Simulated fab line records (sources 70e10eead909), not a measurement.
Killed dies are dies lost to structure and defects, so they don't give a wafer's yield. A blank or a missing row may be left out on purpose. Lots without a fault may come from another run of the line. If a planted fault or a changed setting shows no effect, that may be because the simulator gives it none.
Chamber matching	flow nand harc	4 sister chambers for NHARC_P_M1_ETCH_35 on rie diel-10
The step etches the open film in N2/H2, target depth 40 nm, overetch 12 nm, time 43.94 s. 18 wafers are shown with their chamber, then 9 later ones without.

== WAFERS PAIRED WITH THEIR CHAMBERS ==
wafer	chamber	rf vpp V (V)	drypump motor current A (A)	oes product au (a.u.)
L078.1	3	431.1	6.2	1.012
L078.3	1	436.9	5.7	0.989
L078.4	2	428.2	6.0	0.991
L081.2	2	428.1	6.0	0.988
L081.4	3	431.0	6.1	0.996
L081.6	2	428.9	6.1	0.987
L082.1	2	428.1	6.0	0.988
L082.2	0	430.7	6.1	0.985
L082.6	1	435.5	5.8	0.985
L086.2	1	435.9	5.7	1.000
L086.3	0	431.4	6.2	0.999
L086.5	2	427.8	6.1	0.991
L085.1	2	427.0	6.0	0.995
L085.2	1	435.3	5.8	1.005
L085.3	0	431.8	6.1	1.027
L091.3	1	434.6	5.8	0.998
L091.4	3	429.6	6.2	1.003
L091.5	0	430.6	6.1	1.001

SIGNATURES, as means of the wafers listed above
reading	chamber 0	chamber 1	chamber 2	chamber 3	scatter within a chamber
rf vpp V	431.125	435.640	428.017	430.567	0.716
drypump motor current A	6.125	5.760	6.033	6.167	0.0531
oes product au	1.00300	0.99540	0.99000	1.00367	0.00986
Rule: for each reading, subtract the chamber's mean from the wafer's reading, divide by that reading's scatter and square the result; add these up over the readings and take the root, which gives the wafer's distance from the chamber. If the next closest chamber is less than 2 further off than the closest, the wafer can't be placed; otherwise it belongs to the closest. The scatter: the root of (the sum of the squares of (reading less its chamber's mean) over the shown wafers, divided by (wafers less chambers)).

== WAFERS WITH NO CHAMBER GIVEN ==
wafer	rf vpp V (V)	drypump motor current A (A)	oes product au (a.u.)
L093.1	428.5	6.2	1.014
L093.3	432.9	5.7	0.998
L093.5	431.2	6.1	1.007
L092.3	435.2	5.7	0.989
L092.5	427.7	6.1	0.994
L092.6	431.1	6.2	1.015
L097.1	430.5	6.1	1.002
L097.2	435.0	5.8	0.995
L097.6	431.6	6.1	1.020

== WHICH CHAMBER EACH WENT THROUGH ==
wafer	from the rows above	in truth
L093.1	can't be placed: 3 or 2 or 0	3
L093.3	1	1
L093.5	can't be placed: 0 or 3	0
L092.3	1	1
L092.5	2	2
L092.6	can't be placed: 3 or 0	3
L097.1	can't be placed: 0 or 3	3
L097.2	1	1
L097.6	can't be placed: 0 or 3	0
Correct placement for 4 of the 9. Can't be placed from these rows: 5 (the true chamber is among the candidates in 5). Placed wrongly: 0.
